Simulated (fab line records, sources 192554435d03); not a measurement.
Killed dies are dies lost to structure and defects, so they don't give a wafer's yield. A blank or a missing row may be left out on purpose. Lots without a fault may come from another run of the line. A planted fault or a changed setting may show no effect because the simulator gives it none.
Chamber matching | flow n5_finfet | N5_BEOL_M0_SAQP_ETCH_102 on rie_si-06: 4 sister chambers
The step etches SiO2 in CF4, target depth 4 nm, time 4.4 s. 18 wafers are shown with their chamber, then 9 later ones without.

WAFERS WITH THEIR CHAMBER
wafer  | chamber | drypump_motor_current_A (A) | throttle_valve_pct (%) | oes_product_au (a.u.)
L076.1 | 0       | 5.2                         | 21.94                  | 1.030
L076.3 | 3       | 6.3                         | 21.74                  | 1.012
L076.6 | 0       | 5.2                         | 21.93                  | 1.031
L080.1 | 2       | 6.1                         | 21.51                  | 0.988
L080.3 | 0       | 5.2                         | 21.94                  | 1.025
L080.5 | 0       | 5.2                         | 21.94                  | 1.026
L083.1 | 2       | 6.1                         | 21.53                  | 0.990
L083.5 | 3       | 6.3                         | 21.73                  | 1.016
L083.6 | 0       | 5.2                         | 21.93                  | 1.033
L085.1 | 3       | 6.3                         | 21.74                  | 1.001
L085.3 | 2       | 6.2                         | 21.50                  | 0.977
L085.5 | 0       | 5.2                         | 21.93                  | 1.024
L086.1 | 1       | 6.2                         | 21.70                  | 1.015
L086.3 | 3       | 6.3                         | 21.76                  | 1.010
L086.6 | 0       | 5.2                         | 21.95                  | 1.043
L087.2 | 0       | 5.2                         | 21.92                  | 1.026
L087.5 | 3       | 6.3                         | 21.76                  | 1.019
L087.6 | 2       | 6.1                         | 21.52                  | 0.990

SIGNATURES (means of the wafers above)
reading                 | chamber 0 | chamber 1 | chamber 2 | chamber 3 | scatter within a chamber
drypump_motor_current_A | 5.200     | 6.200     | 6.125     | 6.300     | 0.0231
throttle_valve_pct      | 21.9350   | 21.7000   | 21.5150   | 21.7460   | 0.0114
oes_product_au          | 1.02975   | 1.01500   | 0.98625   | 1.01160   | 0.00642
Rule: a wafer's distance from a chamber is the root of the sum, over the readings, of the square of ((its reading less the chamber's mean) divided by the reading's scatter). The wafer belongs to the nearest chamber; if the next one is less than 2 further off, it can't be placed. The scatter: the root of (the sum of the squares of (reading less its chamber's mean) over the shown wafers, divided by (wafers less chambers)).

WAFERS WITHOUT THEIR CHAMBER
wafer  | drypump_motor_current_A (A) | throttle_valve_pct (%) | oes_product_au (a.u.)
L088.1 | 5.2                         | 21.93                  | 1.034
L088.4 | 6.1                         | 21.69                  | 1.026
L088.5 | 5.2                         | 21.93                  | 1.036
L089.1 | 5.2                         | 21.92                  | 1.027
L089.4 | 6.1                         | 21.69                  | 1.029
L089.6 | 6.3                         | 21.76                  | 1.018
L091.2 | 6.1                         | 21.70                  | 1.016
L091.3 | 5.2                         | 21.93                  | 1.026
L091.5 | 6.1                         | 21.68                  | 1.017

WHICH CHAMBER EACH WENT THROUGH
wafer  | from the rows above | in truth
L088.1 | 0                   | 0
L088.4 | 1                   | 1
L088.5 | 0                   | 0
L089.1 | 0                   | 0
L089.4 | 1                   | 1
L089.6 | 3                   | 3
L091.2 | 1                   | 1
L091.3 | 0                   | 0
L091.5 | 1                   | 1
Placed correctly: 9 of 9. Can't be placed from these rows: 0. Placed wrongly: 0.
